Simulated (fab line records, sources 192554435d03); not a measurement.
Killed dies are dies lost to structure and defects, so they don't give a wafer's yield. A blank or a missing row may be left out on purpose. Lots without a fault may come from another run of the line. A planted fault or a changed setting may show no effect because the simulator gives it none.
A struck lot beside a sound one | flow n5_finfet | 15 steps out of a route of 1938
Sound: wafers L898.2, L898.4, L898.6. Struck: wafers L905.1, L905.4, L905.6. The cause comes at the end.
At each step with rows: each side's tool, then ch and its chambers, then its first start. Under that, the readings that differ: sound wafers | struck wafers | difference of the means | sigmas: that difference in standard deviations of wafers without a fault.
alike: readings whose means differ by less than 2 such deviations, and words and numbers that are the same on both sides. not compared: withheld readings, readings that some wafer has no value for, bounds like >300 that may hide the same value, and numbers for which the record gives no deviation and whose values overlap.
The two part at a step that has a row with sigmas, a row that says differs or no value, or rows on one side only. Numbers that don't overlap but have no deviation are shown without sigmas and don't part them. A reading that every wafer of one side lacks parts them only if that side has two wafers or more.

first, 5 steps without rows for these wafers: N5_BEOL_M4_EBR_24; N5_BEOL_M4_SOFTBAKE_23 (time 60 s); N5_BEOL_M4_EXPOSE_25 (exposes mask V3, defocus 5 nm); N5_BEOL_M4_PEB_26 (peb time 60 s); N5_BEOL_M4_DEVELOP_27 (develop time 30 s).
N5_BEOL_M4_CD_MEAS_28: target cd 26.2 nm, target cd y 24.1 nm.
  sound on cd_sem-02 ch 0, day 8 02:05; struck on cd_sem-03 ch 0, day 9 11:01
  alike: cd_nm
N5_BEOL_M4_OVL_MEAS_29:
  sound on overlay-02 ch 0, day 8 02:07; struck on overlay-02 ch 0, day 9 11:02
  alike: V3_OVL
N5_BEOL_M4_INSPECT_30: inspects for defects (brightfield).
  sound on defect_inspect-01, day 8 02:10; struck on defect_inspect-01, day 9 11:06
  alike: raw_defect_count
N5_BEOL_M4_DESCUM_33: chemistry O2, time 7 s.
  sound on rie_diel-01 ch 0,3, day 8 02:14; struck on rie_diel-05 ch 0,2, day 9 11:08
  alike: drypump_motor_current_A, oes_product_au, rf_fwd_power_W, rf_vpp_V, showerhead_plenum_p_Torr, throttle_valve_pct
  not compared: rf_hours_counter_h
N5_BEOL_M4_ETCH_77: etches underlayer in N2/H2, target depth 6.5 nm, time 5.2 s.
  sound on rie_diel-01 ch 0,3, day 8 02:16; struck on rie_diel-05 ch 0,2, day 9 11:10
  alike: drypump_motor_current_A, etch_rf_on_time_s, n2_flow_sccm, oes_product_au, rf_fwd_power_W, rf_vpp_V, showerhead_plenum_p_Torr, throttle_valve_pct
  not compared: rf_hours_counter_h
N5_BEOL_M4_ETCH_69: etches SiARC in CF4, target depth 15.6 nm, time 26 s.
  sound on rie_diel-01 ch 0,3, day 8 02:17; struck on rie_diel-05 ch 0,2, day 9 11:11
  alike: drypump_motor_current_A, etch_rf_on_time_s, oes_product_au, rf_fwd_power_W, rf_vpp_V, showerhead_plenum_p_Torr, throttle_valve_pct
  not compared: rf_hours_counter_h
N5_BEOL_M4_ALD_98: deposits SiO2, target thk 2.5 nm, pulse time 1 s, co reactant pulse time 1 s.
  sound on ald_sin-03 ch 0,2, day 8 02:22; struck on ald_sin-02 ch 1,3, day 9 11:16
  alike: heater_power_w, precursor_pulse_height_rel
N5_BEOL_M4_ETCHBACK_99: etches SiO2 in CHF3, target depth 5 nm, time 10.4 s.
  sound on rie_diel-05 ch 1,2,3, day 8 03:20; struck on rie_diel-05 ch 0,1,3, day 9 13:41
  reading                                      | sound          | struck         | difference | sigmas
  oes_product_au (a.u.)                        | 0.79 0.85 0.69 | 1.11 0.97 1.20 | +0.32      | +4
  model.CAR-EUV_of_BEOL_M4_COAT_22.thk_nm (nm) | 10.6 10.4 10.4 | 10 10 10       | +0         |
  alike: drypump_motor_current_A, rf_fwd_power_W, rf_vpp_V, showerhead_plenum_p_Torr, throttle_valve_pct
  not compared: rf_hours_counter_h
N5_BEOL_M4_ETCH_70: etches SOC in N2/H2, target depth 80 nm, overetch 24 nm, time 130 s.
  sound on rie_diel-05 ch 1,2,3, day 8 03:22; struck on rie_diel-05 ch 0,1,3, day 9 13:43
  alike: drypump_motor_current_A, n2_flow_sccm, oes_product_au, rf_fwd_power_W, rf_vpp_V, showerhead_plenum_p_Torr, throttle_valve_pct
  not compared: rf_hours_counter_h
N5_BEOL_M4_RC_MEAS_101:
  sound on prober-02 ch 0, day 8 09:34; struck on prober-02 ch 0, day 9 19:02
  alike: DIBL_N, DIBL_P, IOFF_N, IOFF_P, ION_N, ION_P, SS_N, SS_P, VT_N, VT_P

WHERE THEY PART
Only at N5_BEOL_M4_ETCHBACK_99, within this record. Later steps at which nothing parts them and some readings are alike: N5_BEOL_M4_ETCH_70, N5_BEOL_M4_RC_MEAS_101.

WHY: what the simulator had put in
Process parameter drift: rie_diel-05, from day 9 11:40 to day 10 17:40, at N5_BEOL_M4_ETCHBACK_99. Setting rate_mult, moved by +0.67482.
